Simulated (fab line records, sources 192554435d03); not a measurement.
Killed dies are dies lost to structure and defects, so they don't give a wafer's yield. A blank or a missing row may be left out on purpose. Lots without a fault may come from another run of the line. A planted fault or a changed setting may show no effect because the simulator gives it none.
fab line records | flow n5_finfet
record lots=22 wafers=66 last_day=17
route steps=1938 shown BEOL_M5@1183 BEOL_M6@1216
lots that met no fault: from a run of the same line without faults
start_h: hours from the record's first day to the start of the lot's first wafer shown | wait_h: hours since the lot's step before | " the same as in the row above | L1.1+2: a row that stands for several wafers | - no value, or no start given | * or withheld: withheld | < > ~ a bound
route shown NAME@n: a module of which the file shows steps, and the number in the route of the first | usual: mean/standard deviation of fault-free wafers | same: alike in all rows | chamber/n: place in a boat | sites: the reading at each site | _std_site: their standard deviation | _edge_site: outer sites' mean less inner sites' | radius_mm: how far each site lies from the wafer's centre | mask NAME#n: copy n | behind: the tool/chamber that last shaped the wafer | hold: why the lot was held/for how many hours/how that ended | device: the transistor (n, p or np) that didn't switch | end of line: the same wafers' tests at the end of the route | a step without rows: its recipe alone | killed: dies lost to structure and defects at the first sort, not the wafer's yield | map: a wafer's dies, x killed, . not, _ none there
set.NAME: the setting as run; set.NAME@STEP: as run at that earlier step | model.NAME: the simulator's own value behind a step, which no gauge read
steps of the route over a sample of lots; a table a step, a row a wafer
services: from which hour (start_h, from the record's first day; less than 0 if before it) a tool's chamber was out of use, for how many hours, and why
## steps
# step N5_BEOL_M5_SPUTTER_90
# recipe material=Cu target_thk_a=45 temp_c=-20 chamber_pressure_pa=0.07 power_w=withheld time_s=8.29
# usual substrate_temp_c=-19.97/0.11 throttle_valve_pct=29.5/1.1
# columns lot.wafer tool chamber start_h wait_h substrate_temp_c throttle_valve_pct
L074.1 pvd_sputter-03 - 167.36 0.5 -20.01 29.9
L074.3 " - " " -20.09 29.1
L074.5 " - " " -20.00 27.9
L077.1 pvd_sputter-03 - 184.09 0.5 -19.76 29.6
L077.4 " - " " -19.79 31.2
L077.6 " - " " -19.88 29.3
L075.3 pvd_sputter-01 - 198.99 0.5 -20.14 30.6
L075.5 " - " " -19.96 30.1
L075.6 " - " " -20.01 28.6
L078.1 pvd_sputter-03 - 199.62 0.5 -19.85 31.3
L078.2 " - " " -20.00 28.0
L078.3 " - " " -20.04 29.9
L076.1 pvd_sputter-03 - 204.91 0.5 -19.99 28.2
L076.4 " - " " -20.09 29.9
L076.5 " - " " -20.00 27.9
L079.2 pvd_sputter-03 - 218.54 0.5 -19.79 27.8
L079.3 " - " " -19.76 31.3
L079.5 " - " " -19.92 28.2
L081.2 pvd_sputter-03 - 237.37 0.5 -19.99 31.2
L081.4 " - " " -19.72 29.1
L081.5 " - " " -19.88 29.6
L083.1 pvd_sputter-02 - 242.11 0.5 -19.99 28.4
L083.3 " - " " -20.12 30.0
L083.5 " - " " -20.00 28.7
L084.1 pvd_sputter-03 - 242.12 0.5 -19.88 31.1
L084.3 " - " " -20.06 30.0
L084.5 " - " " -19.82 28.2
L085.2 pvd_sputter-01 - 246.75 0.5 -20.01 29.9
L085.4 " - " " -20.05 31.0
L085.5 " - " " -19.99 28.7
L082.3 pvd_sputter-03 - 246.76 0.5 -19.94 31.0
L082.4 " - " " -19.97 30.1
L082.5 " - " " -20.08 29.1
L086.2 pvd_sputter-03 - 257.92 0.5 -20.06 31.1
L086.4 " - " " -20.03 27.7
L086.6 " - " " -19.89 29.9
L088.3 pvd_sputter-01 - 264.78 0.5 -19.88 31.1
L088.4 " - " " -19.81 28.9
L088.5 " - " " -20.09 30.7
L087.2 pvd_sputter-03 - 265.53 0.5 -19.91 29.0
L087.3 " - " " -20.04 29.7
L087.4 " - " " -19.95 27.7
L089.1 pvd_sputter-02 - 270.35 0.5 -20.05 29.1
L089.3 " - " " -19.78 28.3
L089.4 " - " " -19.91 30.0
L092.1 pvd_sputter-03 - 291.02 0.5 -19.91 31.5
L092.4 " - " " -19.87 29.6
L092.5 " - " " -20.10 29.6
L091.1 pvd_sputter-01 - 294.36 0.5 -19.73 29.8
L091.2 " - " " -19.92 31.0
L091.5 " - " " -20.00 31.0
L093.1 pvd_sputter-03 - 298.47 0.5 -19.95 27.9
L093.2 " - " " -20.09 29.9
L093.5 " - " " -20.11 30.1
L094.2 pvd_sputter-02 - 298.55 0.5 -20.04 30.0
L094.3 " - " " -20.12 28.5
L094.5 " - " " -20.12 29.0
L095.2 pvd_sputter-02 - 310.96 0.5 -19.94 30.3
L095.4 " - " " -20.13 30.0
L095.6 " - " " -19.92 28.8
L096.1 pvd_sputter-01 - 314.88 0.5 -19.97 31.0
L096.2 " - " " -20.10 30.9
L096.6 " - " " -20.11 30.9
L097.1 pvd_sputter-02 - 318.45 0.5 -19.99 28.8
L097.2 " - " " -20.10 30.2
L097.4 " - " " -19.95 30.5
# step N5_BEOL_M5_INSPECT_58
# recipe inspect_instrument=darkfield mode=post_dep
# usual raw_defect_count=70/24
# columns lot.wafer tool chamber start_h wait_h raw_defect_count
L074.1 defect_inspect-01 - 168.44 0.0 131
L074.3 " - " " 108
L074.5 " - " " 75
L077.1 defect_inspect-01 - 185.19 0.0 74
L077.4 " - " " 116
L077.6 " - " " 102
L075.3 defect_inspect-01 - 200.08 0.0 73
L075.5 " - " " 76
L075.6 " - " " 62
L078.1 defect_inspect-01 - 201.19 0.0 70
L078.2 " - " " 35
L078.3 " - " " 93
L076.1 defect_inspect-01 - 206.19 0.0 44
L076.4 " - " " 51
L076.5 " - " " 78
L079.2 defect_inspect-02 - 219.76 0.0 68
L079.3 " - " " 54
L079.5 " - " " 58
L081.2 defect_inspect-02 - 238.48 0.0 64
L081.4 " - " " 96
L081.5 " - " " 52
L083.1 defect_inspect-02 - 243.25 0.0 56
L083.3 " - " " 59
L083.5 " - " " 57
L084.1 defect_inspect-01 - 243.25 0.0 44
L084.3 " - " " 78
L084.5 " - " " 58
L085.2 defect_inspect-01 - 247.84 0.0 108
L085.4 " - " " 73
L085.5 " - " " 75
L082.3 defect_inspect-02 - 247.99 0.0 74
L082.4 " - " " 92
L082.5 " - " " 62
L086.2 defect_inspect-01 - 259.01 0.0 92
L086.4 " - " " 55
L086.6 " - " " 64
L088.3 defect_inspect-01 - 265.95 0.0 69
L088.4 " - " " 92
L088.5 " - " " 59
L087.2 defect_inspect-01 - 266.71 0.0 124
L087.3 " - " " 70
L087.4 " - " " 52
L089.1 defect_inspect-01 - 271.47 0.0 101
L089.3 " - " " 71
L089.4 " - " " 52
L092.1 defect_inspect-01 - 292.56 0.0 42
L092.4 " - " " 36
L092.5 " - " " 55
L091.1 defect_inspect-01 - 295.44 0.0 48
L091.2 " - " " 93
L091.5 " - " " 59
L093.1 defect_inspect-02 - 299.55 0.0 54
L093.2 " - " " 58
L093.5 " - " " 70
L094.2 defect_inspect-02 - 299.66 0.0 59
L094.3 " - " " 69
L094.5 " - " " 76
L095.2 defect_inspect-01 - 312.33 0.0 66
L095.4 " - " " 62
L095.6 " - " " 32
L096.1 defect_inspect-01 - 315.97 0.0 72
L096.2 " - " " 61
L096.6 " - " " 52
L097.1 defect_inspect-02 - 319.53 0.0 103
L097.2 " - " " 137
L097.4 " - " " 62
# step N5_BEOL_M6_STRIP_19
# recipe chemistry=O2 power_w=400 temp_c=40 pressure_mtorr=30 rf_frequency_hz=6e+07 bias_power_w=0 overash_fraction=0.2 o2_flow_sccm=225
# usual drypump_motor_current_A=5.9/0.43 o2_flow_sccm=224.9/0.67 oes_product_au=0.79/0.099 rf_vpp_V=3.6/0.57 showerhead_plenum_p_Torr=2.10/0.053 temp_c=39.99/0.12 throttle_valve_pct=16.71/0.23
# columns lot.wafer tool chamber start_h wait_h drypump_motor_current_A o2_flow_sccm oes_product_au rf_hours_counter_h rf_vpp_V showerhead_plenum_p_Torr temp_c throttle_valve_pct
L074.1 rie_diel-04 2 170.99 0.2 5.2 224.4 0.72 187 3.4 2.07 39.93 16.90
L074.3 " 0 " " 5.4 225.3 0.70 224 3.9 2.07 40.04 16.70
L074.5 " 0 " " 5.4 224.4 0.71 - 3.2 2.07 40.15 16.70
L077.1 rie_diel-03 0 186.80 0.1 5.5 225.1 0.69 227 3.2 2.15 39.84 16.65
L077.4 " 2 " " 5.8 225.9 0.71 - 2.6 2.08 39.84 16.87
L077.6 " 0 " " 5.5 225.0 0.69 - 5.1 2.15 39.82 16.66
L075.3 rie_diel-01 3 201.99 0.1 6.1 224.9 0.84 62 3.7 2.13 40.07 16.73
L075.5 " 2 " " 5.9 225.2 0.75 - 3.6 2.09 40.17 16.53
L075.6 " 1 " " 6.6 224.5 0.71 - 3.6 2.06 39.81 16.90
L078.1 rie_diel-03 3 204.22 0.1 6.1 225.5 0.69 247 2.4 2.06 40.11 16.80
L078.2 " 0 " " 5.5 226.8 0.70 237 3.8 2.15 39.75 16.70
L078.3 " 1 " " 6.0 224.6 0.99 0 3.7 2.06 40.08 16.56
L076.1 rie_diel-04 3 208.89 0.1 6.0 226.2 0.95 9 2.4 2.06 39.93 16.39
L076.4 " 0 " " 5.4 225.2 0.69 237 4.0 2.07 39.96 16.72
L076.5 " 0 " " 5.4 225.3 0.69 - 3.9 2.07 40.03 16.72
L079.2 rie_diel-04 2 222.42 0.1 5.2 224.6 0.71 206 2.3 2.07 39.98 16.96
L079.3 " 1 " " 5.7 225.0 0.76 156 4.8 2.18 39.96 16.90
L079.5 " 0 " " 5.4 224.5 0.69 - 4.0 2.07 40.04 16.74
L081.2 rie_diel-04 0 241.91 0.1 5.4 224.1 0.68 249 3.8 2.06 39.94 16.72
L081.4 " 2 " " 5.1 225.5 0.70 213 4.0 2.07 39.88 16.94
L081.5 " 1 " " 5.7 225.4 0.75 - 3.4 2.17 39.98 16.93
L083.1 rie_diel-01 0 247.86 0.1 6.5 225.3 0.84 57 3.1 2.21 40.13 16.72
L083.3 " 2 " " 5.9 225.9 0.73 172 3.3 2.09 40.02 16.56
L083.5 " 1 " " 6.6 225.6 0.71 - 2.5 2.06 39.83 16.93
L084.1 rie_diel-04 3 248.12 0.1 6.0 224.5 0.91 24 3.2 2.06 40.09 16.39
L084.3 " 1 " " 5.7 224.2 0.75 165 3.7 2.17 40.07 16.91
L084.5 " 3 " " 6.1 224.2 0.91 - 3.4 2.06 39.93 16.41
L082.3 rie_diel-01 1 251.21 0.1 6.6 225.8 0.70 219 4.6 2.06 39.93 16.91
L082.4 " 3 " " 6.1 224.4 0.82 81 2.9 2.12 40.08 16.80
L082.5 " 0 " " 6.5 224.4 0.84 - 3.3 2.21 39.87 16.71
L085.2 rie_diel-04 2 251.50 0.1 5.1 225.2 0.70 218 3.4 2.06 40.10 16.96
L085.4 " 3 " " 6.1 224.7 0.91 - 2.9 2.06 39.95 16.41
L085.5 " 1 " " 5.7 224.5 0.75 - 5.0 2.17 39.80 16.94
L086.2 rie_diel-03 0 262.52 0.1 5.5 223.8 1.01 1 3.1 2.14 40.00 16.25
L086.4 " 3 " " 6.2 224.7 0.97 - 3.9 2.05 40.06 16.34
L086.6 " 2 " " 5.8 224.0 0.69 - 3.7 2.07 40.13 16.90
L088.3 rie_diel-01 0 270.96 0.2 6.5 225.0 0.84 64 3.1 2.21 40.15 16.73
L088.4 " 3 " " 6.1 224.3 0.81 87 4.4 2.12 40.00 16.80
L088.5 " 3 " " 6.1 224.6 0.81 - 3.7 2.12 39.98 16.81
L087.2 rie_diel-01 1 271.13 0.1 6.6 225.7 0.70 226 3.9 2.06 39.95 16.93
L087.3 " 0 " " 6.4 224.4 0.84 64 4.2 2.21 40.02 16.71
L087.4 " 3 " " 6.1 224.9 0.83 88 3.1 2.12 40.01 16.80
L089.1 rie_diel-01 3 274.20 0.2 6.1 225.2 0.81 88 3.7 2.12 39.89 16.81
L089.3 " 2 " " 5.9 224.5 0.73 181 3.8 2.08 40.05 16.57
L089.4 " 1 " " 6.6 225.7 0.69 227 2.7 2.06 40.09 16.92
L092.1 rie_diel-03 2 294.59 0.1 5.8 224.3 0.68 227 3.0 2.07 39.87 16.95
L092.4 " 3 " " 6.1 225.8 0.94 - 2.7 2.05 39.77 16.39
L092.5 " 0 " " 5.5 225.3 0.96 - 3.7 2.14 39.90 16.28
L091.1 rie_diel-01 2 299.71 0.1 5.9 224.4 0.71 189 4.8 2.08 39.90 16.60
L091.2 " 0 " " 6.5 225.2 0.83 74 3.3 2.20 39.92 16.76
L091.5 " 0 " " 6.5 224.0 0.82 - 3.5 2.20 39.94 16.76
L093.1 rie_diel-03 3 303.01 0.1 6.2 224.7 0.93 26 3.6 2.05 39.94 16.37
L093.2 " 1 " " 6.0 223.8 0.89 26 5.1 2.05 40.13 16.61
L093.5 " 3 " " 6.2 224.8 0.92 - 4.1 2.05 39.84 16.38
L094.2 rie_diel-04 2 303.15 0.1 5.1 224.2 0.69 236 4.4 2.06 40.06 17.02
L094.3 " 1 " " 5.7 224.7 0.73 186 3.5 2.16 39.83 16.97
L094.5 " 2 " " 5.2 223.9 0.69 - 3.9 2.06 39.95 17.00
L095.2 rie_diel-04 0 316.10 0.1 5.4 226.2 0.92 17 3.8 2.06 40.12 16.31
L095.4 " 2 " " 5.2 224.8 0.69 240 3.2 2.06 40.06 17.01
L095.6 " 2 " " 5.1 225.2 0.69 - 3.5 2.06 39.83 17.00
L096.1 rie_diel-03 0 317.81 0.1 5.5 224.8 0.94 22 3.0 2.14 40.15 16.28
L096.2 " 3 " " 6.2 225.2 0.90 31 2.9 2.04 39.93 16.43
L096.6 " 1 " " 6.0 225.7 0.89 - 2.8 2.05 39.86 16.60
L097.1 rie_diel-03 1 322.51 0.1 6.0 225.0 0.89 32 4.5 2.05 39.97 16.62
L097.2 " 2 " " 5.8 224.7 0.68 237 3.1 2.07 39.99 16.96
L097.4 " 3 " " 6.1 224.8 0.91 32 4.4 2.04 39.94 16.39
# step N5_BEOL_M6_DESCUM_33
# recipe chemistry=O2 time_s=7 source_power_w=50 bias_power_w=20 pressure_mtorr=20 rf_frequency_hz=2.712e+07 temp_c=40 resist=CAR-EUV o2_flow_sccm=225
# usual drypump_motor_current_A=5.9/0.4 o2_flow_sccm=224.9/0.72 oes_product_au=0.80/0.1 rf_vpp_V=243.3/1.2 showerhead_plenum_p_Torr=2.10/0.053 temp_c=40.02/0.1 throttle_valve_pct=20.44/0.22
# columns lot.wafer tool chamber start_h wait_h drypump_motor_current_A o2_flow_sccm oes_product_au rf_hours_counter_h rf_vpp_V showerhead_plenum_p_Torr temp_c throttle_valve_pct
L074.1 rie_diel-01 3 171.70 0.2 6.1 225.8 0.85 51 242.7 2.13 39.96 20.53
L074.3 " 1 " " 6.6 224.1 0.72 197 243.5 2.06 40.16 20.59
L074.5 " 0 " " 6.5 226.2 0.88 - 244.4 2.22 40.05 20.45
L077.1 rie_diel-03 3 188.77 0.0 6.1 223.6 0.70 239 242.0 2.05 39.81 20.49
L077.4 " 0 " " 5.5 225.3 0.69 - 244.4 2.15 40.11 20.39
L077.6 " 3 " " 6.2 225.4 0.69 - 243.1 2.05 39.95 20.48
L075.3 rie_diel-01 3 202.99 0.1 6.1 224.6 0.84 63 243.8 2.12 40.05 20.54
L075.5 " 0 " " 6.5 225.8 0.87 - 245.5 2.21 39.92 20.47
L075.6 " 1 " " 6.6 224.8 0.71 - 242.1 2.06 40.11 20.63
L078.1 rie_diel-01 3 204.89 0.0 6.1 224.2 0.85 63 244.3 2.12 39.97 20.55
L078.2 " 0 " " 6.5 224.8 0.87 40 244.9 2.21 40.03 20.49
L078.3 " 2 " " 5.9 225.2 0.74 156 242.9 2.09 40.11 20.26
L076.1 rie_diel-04 2 210.66 0.1 5.2 224.2 0.72 202 243.9 2.07 40.01 20.68
L076.4 " 0 " " 5.4 225.5 0.69 237 241.8 2.06 40.20 20.45
L076.5 " 2 " " 5.1 224.8 0.72 - 242.5 2.07 39.93 20.68
L079.2 rie_diel-03 0 223.58 0.0 5.5 224.7 0.68 244 244.5 2.14 39.95 20.41
L079.3 " 1 " " 6.0 224.4 0.95 8 242.5 2.05 39.92 20.37
L079.5 " 1 " " 6.0 223.8 0.94 - 242.4 2.05 40.01 20.37
L081.2 rie_diel-04 1 246.50 0.0 5.7 225.6 0.75 164 245.1 2.17 39.92 20.66
L081.4 " 1 " " 5.7 224.6 0.75 - 243.5 2.17 40.03 20.65
L081.5 " 2 " " 5.2 224.9 0.71 - 242.7 2.06 39.94 20.69
L083.1 rie_diel-04 2 249.93 0.3 5.2 225.0 0.71 216 242.7 2.06 39.99 20.70
L083.3 " 1 " " 5.7 224.6 0.76 166 244.8 2.17 39.85 20.67
L083.5 " 1 " " 5.7 223.8 0.75 - 245.7 2.17 39.95 20.66
L084.1 rie_diel-01 1 250.03 0.3 6.6 223.9 0.71 219 242.9 2.05 40.09 20.64
L084.3 " 3 " " 6.1 225.4 0.82 81 243.4 2.12 39.98 20.58
L084.5 " 0 " " 6.5 225.6 0.86 - 246.0 2.21 40.04 20.49
L082.3 rie_diel-04 3 251.76 0.0 6.0 224.2 0.91 25 242.8 2.05 40.02 20.20
L082.4 " 1 " " 5.7 224.5 0.74 - 244.6 2.17 39.97 20.65
L082.5 " 2 " " 5.2 224.3 0.71 - 242.7 2.06 39.94 20.70
L085.2 rie_diel-01 1 252.03 0.0 6.6 224.5 0.70 219 242.5 2.05 40.03 20.63
L085.4 " 0 " " 6.4 224.4 0.85 59 244.6 2.20 40.09 20.50
L085.5 " 2 " " 5.9 225.9 0.73 - 243.1 2.08 40.09 20.27
L086.2 rie_diel-03 3 264.09 0.0 6.1 225.4 0.96 11 242.2 2.05 40.14 20.13
L086.4 " 0 " " 5.5 224.5 1.00 - 245.6 2.14 39.83 20.00
L086.6 " 2 " " 5.8 225.8 0.69 - 242.0 2.07 39.97 20.62
L088.3 rie_diel-03 2 272.53 0.0 5.8 225.0 0.68 219 242.5 2.07 40.09 20.66
L088.4 " 2 " " 5.8 225.2 0.69 - 242.7 2.07 39.89 20.66
L088.5 " 0 " " 5.5 224.0 0.97 - 243.7 2.14 39.91 20.02
L087.2 rie_diel-03 2 272.93 0.3 5.8 223.7 0.68 219 241.8 2.07 40.06 20.65
L087.3 " 3 " " 6.2 224.2 0.94 14 242.7 2.05 40.11 20.13
L087.4 " 0 " " 5.5 225.7 0.99 - 244.4 2.14 40.03 20.02
L089.1 rie_diel-01 1 274.71 0.0 6.6 224.8 0.70 227 242.9 2.05 40.04 20.65
L089.3 " 3 " " 6.1 225.3 0.82 89 243.8 2.12 39.94 20.60
L089.4 " 0 " " 6.5 225.1 0.83 66 247.4 2.20 39.92 20.51
L091.1 rie_diel-04 0 302.08 0.7 5.4 224.1 0.93 12 241.9 2.05 40.05 20.09
L091.2 " 2 " " 5.1 224.8 0.70 236 242.7 2.05 40.09 20.73
L091.5 " 1 " " 5.7 225.3 0.74 - 245.0 2.16 39.94 20.71
L092.1 rie_diel-01 2 302.13 0.7 5.9 225.3 0.72 190 242.7 2.08 39.99 20.32
L092.4 " 3 " " 6.1 226.1 0.79 98 242.9 2.11 39.95 20.62
L092.5 " 1 " " 6.6 225.7 0.70 - 243.5 2.05 39.99 20.67
L093.1 rie_diel-01 2 304.59 0.0 5.9 225.5 0.71 191 242.8 2.08 40.03 20.32
L093.2 " 3 " " 6.1 224.1 0.79 99 244.8 2.11 40.02 20.62
L093.5 " 1 " " 6.6 224.1 0.69 - 241.4 2.05 40.09 20.68
L094.2 rie_diel-03 3 304.77 0.1 6.1 225.5 0.91 26 244.5 2.04 40.24 20.15
L094.3 " 0 " " 5.5 225.1 0.94 17 244.4 2.13 40.03 20.06
L094.5 " 2 " " 5.8 226.3 0.67 - 243.4 2.06 40.29 20.66
L095.2 rie_diel-03 0 316.86 0.1 5.5 225.6 0.94 22 244.0 2.13 39.98 20.04
L095.4 " 1 " " 6.0 225.1 0.88 30 242.8 2.05 39.98 20.41
L095.6 " 2 " " 5.8 225.6 0.67 - 243.7 2.06 40.01 20.66
L096.1 rie_diel-03 3 318.32 0.0 6.1 223.5 0.92 31 242.4 2.04 40.05 20.16
L096.2 " 1 " " 6.0 223.9 0.89 31 243.2 2.04 39.96 20.40
L096.6 " 0 " " 5.5 224.8 0.94 - 244.5 2.13 40.02 20.04
L097.1 rie_diel-04 0 326.39 0.0 5.4 225.5 0.91 20 242.0 2.05 40.04 20.10
L097.2 " 1 " " 5.7 226.0 0.73 193 244.7 2.16 40.12 20.71
L097.4 " 2 " " 5.2 224.2 0.69 244 243.0 2.05 39.99 20.75
# step N5_BEOL_M6_ETCH_66
# recipe chemistry=N2/H2 target=SOC target_depth_a=800 overetch_a=160 mask_material=SiARC temp_c=40 time_s=120 ion_energy_ev=200 pressure_mtorr=30 source_w=840 bias_w=150 n2_flow_sccm=200 h2_flow_sccm=200
# usual drypump_motor_current_A=5.9/0.4 oes_product_au=0.61/0.076 rf_vpp_V=524.2/2 showerhead_plenum_p_Torr=2.55/0.066 temp_c=40.00/0.12 throttle_valve_pct=17.89/0.24
# columns lot.wafer tool chamber start_h wait_h drypump_motor_current_A oes_product_au rf_hours_counter_h rf_vpp_V showerhead_plenum_p_Torr temp_c throttle_valve_pct
L074.1 rie_diel-01 3 171.78 0.0 6.1 0.65 51 525.2 2.58 40.10 17.87
L074.3 " 1 " " 6.6 0.55 197 523.7 2.52 39.75 18.17
L074.5 " 0 " " 6.5 0.68 - 527.7 2.70 39.99 17.85
L077.1 rie_diel-03 3 188.85 0.0 6.1 0.54 239 522.0 2.50 39.92 17.92
L077.4 " 0 " " 5.5 0.53 - 525.8 2.62 40.00 17.83
L077.6 " 3 " " 6.2 0.53 - 524.2 2.50 40.06 17.90
L075.3 rie_diel-01 3 203.07 0.0 6.1 0.64 63 523.8 2.57 40.18 17.91
L075.5 " 0 " " 6.5 0.66 - 528.4 2.69 39.88 17.86
L075.6 " 1 " " 6.6 0.55 - 523.5 2.52 39.92 18.18
L078.1 rie_diel-01 3 204.97 0.0 6.1 0.64 63 525.2 2.57 39.95 17.90
L078.2 " 0 " " 6.5 0.66 40 529.6 2.69 39.91 17.87
L078.3 " 2 " " 5.9 0.57 156 524.0 2.54 39.87 17.76
L076.1 rie_diel-04 2 210.74 0.0 5.1 0.54 202 523.2 2.52 39.97 18.08
L076.4 " 0 " " 5.4 0.53 237 521.7 2.51 40.02 17.98
L076.5 " 2 " " 5.2 0.55 - 523.0 2.52 40.18 18.10
L079.2 rie_diel-03 0 223.66 0.0 5.5 0.52 244 526.8 2.61 39.70 17.87
L079.3 " 1 " " 6.0 0.72 8 521.6 2.50 40.11 17.82
L079.5 " 1 " " 6.0 0.72 - 522.0 2.50 40.04 17.85
L081.2 rie_diel-04 1 246.58 0.0 5.7 0.57 164 527.3 2.65 39.96 18.22
L081.4 " 1 " " 5.7 0.57 - 527.5 2.65 40.00 18.19
L081.5 " 2 " " 5.1 0.54 - 521.1 2.51 39.97 18.11
L083.1 rie_diel-04 2 250.01 0.0 5.2 0.54 216 522.9 2.51 39.99 18.13
L083.3 " 1 " " 5.7 0.57 166 526.8 2.65 39.89 18.18
L083.5 " 1 " " 5.7 0.57 - 527.2 2.65 39.91 18.21
L084.1 rie_diel-01 1 250.11 0.0 6.6 0.55 219 522.6 2.51 39.99 18.20
L084.3 " 3 " " 6.1 0.63 81 525.2 2.57 39.95 17.95
L084.5 " 0 " " 6.5 0.64 - 526.4 2.69 39.77 17.90
L082.3 rie_diel-04 3 251.84 0.0 6.0 0.68 25 522.1 2.49 40.05 17.64
L082.4 " 1 " " 5.7 0.58 - 527.3 2.65 40.00 18.21
L082.5 " 2 " " 5.1 0.54 - 523.5 2.51 39.93 18.12
L085.2 rie_diel-01 1 252.11 0.0 6.6 0.54 219 523.8 2.51 40.18 18.18
L085.4 " 0 " " 6.5 0.64 59 527.2 2.69 39.90 17.91
L085.5 " 2 " " 5.9 0.56 - 524.2 2.54 40.01 17.79
L086.2 rie_diel-03 3 264.17 0.0 6.1 0.73 11 522.7 2.49 39.92 17.50
L086.4 " 0 " " 5.5 0.76 - 524.5 2.61 40.01 17.42
L086.6 " 2 " " 5.8 0.53 - 523.0 2.52 40.09 18.04
L088.3 rie_diel-03 2 272.61 0.0 5.8 0.53 219 523.2 2.52 39.84 18.05
L088.4 " 2 " " 5.8 0.53 - 523.1 2.52 39.84 18.05
L088.5 " 0 " " 5.5 0.76 - 526.3 2.61 40.08 17.43
L087.2 rie_diel-03 2 273.01 0.0 5.8 0.53 219 524.2 2.52 39.97 18.04
L087.3 " 3 " " 6.1 0.72 14 522.3 2.49 39.92 17.54
L087.4 " 0 " " 5.5 0.75 - 524.7 2.61 40.08 17.44
L089.1 rie_diel-01 1 274.78 0.0 6.6 0.54 227 523.8 2.51 39.92 18.20
L089.3 " 3 " " 6.1 0.62 89 525.2 2.56 40.07 17.96
L089.4 " 0 " " 6.5 0.64 66 528.0 2.68 40.01 17.90
L091.1 rie_diel-04 0 302.16 0.0 5.4 0.71 13 522.2 2.50 39.90 17.56
L091.2 " 2 " " 5.1 0.53 236 524.1 2.50 39.94 18.16
L091.5 " 1 " " 5.7 0.56 - 526.1 2.64 39.99 18.23
L092.1 rie_diel-01 2 302.21 0.0 5.9 0.54 190 523.9 2.53 39.73 17.80
L092.4 " 3 " " 6.1 0.61 98 524.0 2.56 40.14 17.97
L092.5 " 1 " " 6.6 0.53 - 521.8 2.51 40.30 18.23
L093.1 rie_diel-01 2 304.67 0.0 5.9 0.54 191 523.4 2.53 40.05 17.84
L093.2 " 3 " " 6.1 0.61 99 525.9 2.56 39.92 17.98
L093.5 " 1 " " 6.6 0.53 - 522.9 2.51 39.96 18.22
L094.2 rie_diel-03 3 304.85 0.0 6.1 0.70 27 523.7 2.49 40.16 17.55
L094.3 " 0 " " 5.5 0.72 17 525.7 2.60 40.04 17.45
L094.5 " 2 " " 5.8 0.52 - 522.3 2.52 39.97 18.07
L095.2 rie_diel-03 0 316.94 0.0 5.5 0.72 22 526.3 2.60 39.90 17.47
L095.4 " 1 " " 6.0 0.68 30 522.7 2.49 40.11 17.87
L095.6 " 2 " " 5.8 0.52 - 523.0 2.51 40.13 18.09
L096.1 rie_diel-03 3 318.40 0.0 6.2 0.69 31 521.2 2.48 40.08 17.55
L096.2 " 1 " " 6.0 0.68 31 521.9 2.49 40.23 17.87
L096.6 " 0 " " 5.5 0.72 - 525.6 2.60 40.08 17.48
L097.1 rie_diel-04 0 326.47 0.0 5.4 0.70 20 523.1 2.50 40.26 17.58
L097.2 " 1 " " 5.7 0.56 193 526.0 2.64 40.05 18.25
L097.4 " 2 " " 5.2 0.53 244 522.2 2.50 40.07 18.17
# step N5_BEOL_M6_OCD_MEAS_38
# usual trench_depth_nm=94.0/1.3
# columns lot.wafer tool chamber start_h wait_h trench_depth_nm
L074.1 ocd-01 - 172.12 - 94.9
L074.3 " - " " 95.2
L074.5 " - " " 95.4
L077.1 ocd-01 - 189.19 - 93.2
L077.4 " - " " 92.4
L077.6 " - " " 93.0
L075.3 ocd-02 - 203.42 - 95.0
L075.5 " - " " 95.2
L075.6 " - " " 94.7
L078.1 ocd-01 - 205.32 - 95.3
L078.2 " - " " 94.9
L078.3 " - " " 93.4
L076.1 ocd-02 - 211.09 - 93.6
L076.4 " - " " 93.0
L076.5 " - " " 93.7
L079.2 ocd-01 - 224.01 - 93.4
L079.3 " - " " 94.4
L079.5 " - " " 95.0
L081.2 ocd-02 - 246.92 - 92.7
L081.4 " - " " 92.7
L081.5 " - " " 93.0
L083.1 ocd-01 - 250.35 - 94.1
L083.3 " - " " 93.6
L083.5 " - " " 93.4
L084.1 ocd-01 - 250.46 - 94.2
L084.3 " - " " 94.4
L084.5 " - " " 93.8
L082.3 ocd-02 - 252.19 - 94.7
L082.4 " - " " 93.7
L082.5 " - " " 93.9
L085.2 ocd-02 - 252.45 - 94.0
L085.4 " - " " 95.4
L085.5 " - " " 92.9
L086.2 ocd-01 - 264.52 - 95.6
L086.4 " - " " 94.3
L086.6 " - " " 91.5
L088.3 ocd-01 - 272.96 - 92.7
L088.4 " - " " 91.9
L088.5 " - " " 95.1
L087.2 ocd-01 - 273.36 - 91.8
L087.3 " - " " 97.5
L087.4 " - " " 95.5
L089.1 ocd-02 - 275.13 - 93.4
L089.3 " - " " 93.4
L089.4 " - " " 94.0
L091.1 ocd-01 - 302.51 - 93.6
L091.2 " - " " 93.8
L091.5 " - " " 93.4
L092.1 ocd-01 - 302.55 - 92.5
L092.4 " - " " 93.6
L092.5 " - " " 92.8
L093.1 ocd-01 - 305.01 - 92.8
L093.2 " - " " 93.9
L093.5 " - " " 93.6
L094.2 ocd-01 - 305.20 - 96.2
L094.3 " - " " 95.4
L094.5 " - " " 92.3
L095.2 ocd-02 - 317.28 - 95.6
L095.4 " - " " 95.0
L095.6 " - " " 91.7
L096.1 ocd-01 - 318.76 - 95.5
L096.2 " - " " 93.9
L096.6 " - " " 94.1
L097.1 ocd-02 - 326.81 - 92.7
L097.2 " - " " 92.5
L097.4 " - " " 93.8
## services
# columns tool chamber start_h hours kind
rie_diel-03 0 155.80 6.7 repair
rie_diel-04 3 168.49 - clean
rie_diel-04 3 168.49 - consumable_replace:focus_ring
rie_diel-04 3 168.49 13.4 scheduled_down
rie_diel-04 3 168.49 13.4 vent_cycle
rie_diel-03 1 180.59 - clean
rie_diel-03 1 180.59 - consumable_replace:focus_ring
rie_diel-03 1 180.59 22.5 scheduled_down
rie_diel-03 1 180.59 22.5 vent_cycle
rie_diel-03 3 213.59 - clean
rie_diel-03 3 213.59 - consumable_replace:focus_ring
rie_diel-03 3 213.59 18.4 scheduled_down
rie_diel-03 3 213.59 18.4 vent_cycle
rie_diel-01 1 228.63 16.2 repair
rie_diel-03 - 239.55 1.0 repair
rie_diel-03 0 242.02 - clean
rie_diel-03 0 242.02 - consumable_replace:focus_ring
rie_diel-03 0 242.02 17.0 scheduled_down
rie_diel-03 0 242.02 17.0 vent_cycle
rie_diel-04 0 244.31 - clean
rie_diel-04 0 244.31 - consumable_replace:focus_ring
rie_diel-04 0 244.31 18.2 scheduled_down
rie_diel-04 0 244.31 18.2 vent_cycle
rie_diel-03 1 261.09 19.7 repair
## key
fault none
